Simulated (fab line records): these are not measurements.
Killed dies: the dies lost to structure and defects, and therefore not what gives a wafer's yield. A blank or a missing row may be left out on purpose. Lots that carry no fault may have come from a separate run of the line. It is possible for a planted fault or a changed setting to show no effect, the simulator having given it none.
Chamber matching :: flow n5_finfet :: N5_BEOL_M1_ETCH_77 on rie_diel-01: 3 sister chambers
The step etches underlayer in N2/H2, target depth 6.5 nm, time 5.2 s. 16 wafers are shown with their chamber, then 6 later ones without.

== WAFERS WITH THEIR CHAMBER ==
wafer: L076.1
chamber: 2
showerhead_plenum_p_Torr (Torr): 2.56
throttle_valve_pct (%): 18.11
drypump_motor_current_A (A): 5.9

wafer: L076.4
chamber: 2
showerhead_plenum_p_Torr (Torr): 2.56
throttle_valve_pct (%): 18.08
drypump_motor_current_A (A): 5.9

wafer: L076.6
chamber: 3
showerhead_plenum_p_Torr (Torr): 2.44
throttle_valve_pct (%): 17.70
drypump_motor_current_A (A): 6.2

wafer: L078.2
chamber: 3
showerhead_plenum_p_Torr (Torr): 2.44
throttle_valve_pct (%): 17.69
drypump_motor_current_A (A): 6.2

wafer: L078.3
chamber: 2
showerhead_plenum_p_Torr (Torr): 2.56
throttle_valve_pct (%): 18.10
drypump_motor_current_A (A): 5.9

wafer: L078.6
chamber: 1
showerhead_plenum_p_Torr (Torr): 2.43
throttle_valve_pct (%): 17.54
drypump_motor_current_A (A): 5.5

wafer: L079.3
chamber: 3
showerhead_plenum_p_Torr (Torr): 2.44
throttle_valve_pct (%): 17.71
drypump_motor_current_A (A): 6.2

wafer: L079.5
chamber: 1
showerhead_plenum_p_Torr (Torr): 2.42
throttle_valve_pct (%): 17.55
drypump_motor_current_A (A): 5.4

wafer: L079.6
chamber: 3
showerhead_plenum_p_Torr (Torr): 2.44
throttle_valve_pct (%): 17.73
drypump_motor_current_A (A): 6.2

wafer: L080.2
chamber: 2
showerhead_plenum_p_Torr (Torr): 2.56
throttle_valve_pct (%): 18.10
drypump_motor_current_A (A): 5.8

wafer: L080.3
chamber: 1
showerhead_plenum_p_Torr (Torr): 2.42
throttle_valve_pct (%): 17.52
drypump_motor_current_A (A): 5.4

wafer: L080.4
chamber: 1
showerhead_plenum_p_Torr (Torr): 2.42
throttle_valve_pct (%): 17.52
drypump_motor_current_A (A): 5.4

wafer: L085.1
chamber: 3
showerhead_plenum_p_Torr (Torr): 2.43
throttle_valve_pct (%): 17.72
drypump_motor_current_A (A): 6.2

wafer: L085.3
chamber: 2
showerhead_plenum_p_Torr (Torr): 2.55
throttle_valve_pct (%): 18.11
drypump_motor_current_A (A): 5.9

wafer: L085.4
chamber: 1
showerhead_plenum_p_Torr (Torr): 2.42
throttle_valve_pct (%): 17.58
drypump_motor_current_A (A): 5.5

wafer: L089.1
chamber: 2
showerhead_plenum_p_Torr (Torr): 2.55
throttle_valve_pct (%): 18.14
drypump_motor_current_A (A): 5.8

SIGNATURES, as means of the wafers listed above
reading: showerhead_plenum_p_Torr
chamber 1: 2.4220
chamber 2: 2.5567
chamber 3: 2.4380
scatter within a chamber: 0.00475

reading: throttle_valve_pct
chamber 1: 17.5420
chamber 2: 18.1067
chamber 3: 17.7100
scatter within a chamber: 0.0204

reading: drypump_motor_current_A
chamber 1: 5.440
chamber 2: 5.867
chamber 3: 6.200
scatter within a chamber: 0.0441
Rule: a wafer's distance from a chamber is the root of the sum, over the readings, of the square of ((its reading less the chamber's mean) divided by the reading's scatter). If the next closest chamber is less than 2 further off than the closest, the wafer can't be placed; otherwise it belongs to the closest. The scatter is the square root of a quotient: the sum, over the shown wafers, of each reading's squared deviation from its chamber's mean, divided by wafers minus chambers.

== WAFERS WITH NO CHAMBER GIVEN ==
wafer: L089.3
showerhead_plenum_p_Torr (Torr): 2.42
throttle_valve_pct (%): 17.59
drypump_motor_current_A (A): 5.5

wafer: L089.6
showerhead_plenum_p_Torr (Torr): 2.55
throttle_valve_pct (%): 18.14
drypump_motor_current_A (A): 5.8

wafer: L091.4
showerhead_plenum_p_Torr (Torr): 2.43
throttle_valve_pct (%): 17.73
drypump_motor_current_A (A): 6.2

wafer: L091.6
showerhead_plenum_p_Torr (Torr): 2.41
throttle_valve_pct (%): 17.60
drypump_motor_current_A (A): 5.4

wafer: L095.2
showerhead_plenum_p_Torr (Torr): 2.43
throttle_valve_pct (%): 17.75
drypump_motor_current_A (A): 6.2

wafer: L095.3
showerhead_plenum_p_Torr (Torr): 2.55
throttle_valve_pct (%): 18.15
drypump_motor_current_A (A): 5.9

== THE CHAMBER EACH PASSED THROUGH ==
wafer: L089.3
from the rows above: 1
in truth: 1

wafer: L089.6
from the rows above: 2
in truth: 2

wafer: L091.4
from the rows above: 3
in truth: 3

wafer: L091.6
from the rows above: 1
in truth: 1

wafer: L095.2
from the rows above: 3
in truth: 3

wafer: L095.3
from the rows above: 2
in truth: 2
Correctly placed: 6 of 6. From these rows, 0 cannot be placed. 0 placed wrongly.
